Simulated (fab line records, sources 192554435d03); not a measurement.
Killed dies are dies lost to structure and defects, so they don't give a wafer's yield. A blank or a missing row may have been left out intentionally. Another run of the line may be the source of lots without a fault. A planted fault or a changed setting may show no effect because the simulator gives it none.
Chamber matching / flow n5 finfet / rie diel-02 running N5_BEOL_M1_DESCUM_16: 4 sister chambers
The step chemistry O2, time 7 s. 4 wafers are shown with their chamber, then 9 later ones without.

== WAFERS WITH THEIR CHAMBER ==
wafer=L086.4; chamber=0; drypump motor current A (A)=5.2
wafer=L087.1; chamber=2; drypump motor current A (A)=5.9
wafer=L087.2; chamber=3; drypump motor current A (A)=6.3
wafer=L087.3; chamber=1; drypump motor current A (A)=6.3

== WAFERS WITHOUT THEIR CHAMBER ==
wafer=L087.4; drypump motor current A (A)=5.2
wafer=L087.5; drypump motor current A (A)=5.2
wafer=L087.6; drypump motor current A (A)=6.2
wafer=L095.1; drypump motor current A (A)=6.3
wafer=L095.2; drypump motor current A (A)=5.9
wafer=L095.3; drypump motor current A (A)=6.2
wafer=L097.1; drypump motor current A (A)=6.3
wafer=L097.3; drypump motor current A (A)=5.9
wafer=L097.4; drypump motor current A (A)=5.9

== EACH ONE'S CHAMBER ==
wafer=L087.4; from the rows above=0; in truth=0
wafer=L087.5; from the rows above=0; in truth=0
wafer=L087.6; from the rows above=can't be placed: 1 or 3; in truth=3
wafer=L095.1; from the rows above=can't be placed: 1 or 3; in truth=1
wafer=L095.2; from the rows above=2; in truth=2
wafer=L095.3; from the rows above=can't be placed: 1 or 3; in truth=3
wafer=L097.1; from the rows above=can't be placed: 1 or 3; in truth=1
wafer=L097.3; from the rows above=2; in truth=2
wafer=L097.4; from the rows above=2; in truth=2
Placed correctly: 5 of 9. Not placeable from these rows: 4 (in 4, the candidates include the true chamber). 0 placed wrongly.
How it was worked out, from the rows above alone: a wafer's distance from a chamber is the root of the sum, over the readings, of the square of ((its reading less the chamber's mean) divided by the reading's scatter). If the next closest chamber is less than 2 further off than the closest, the wafer can't be placed; otherwise it belongs to the closest. Each chamber's mean is taken over the wafers shown for it. The scatter: root of mean squared gap, hidden wafer to nearest shown wafer, with one shown wafer a chamber.
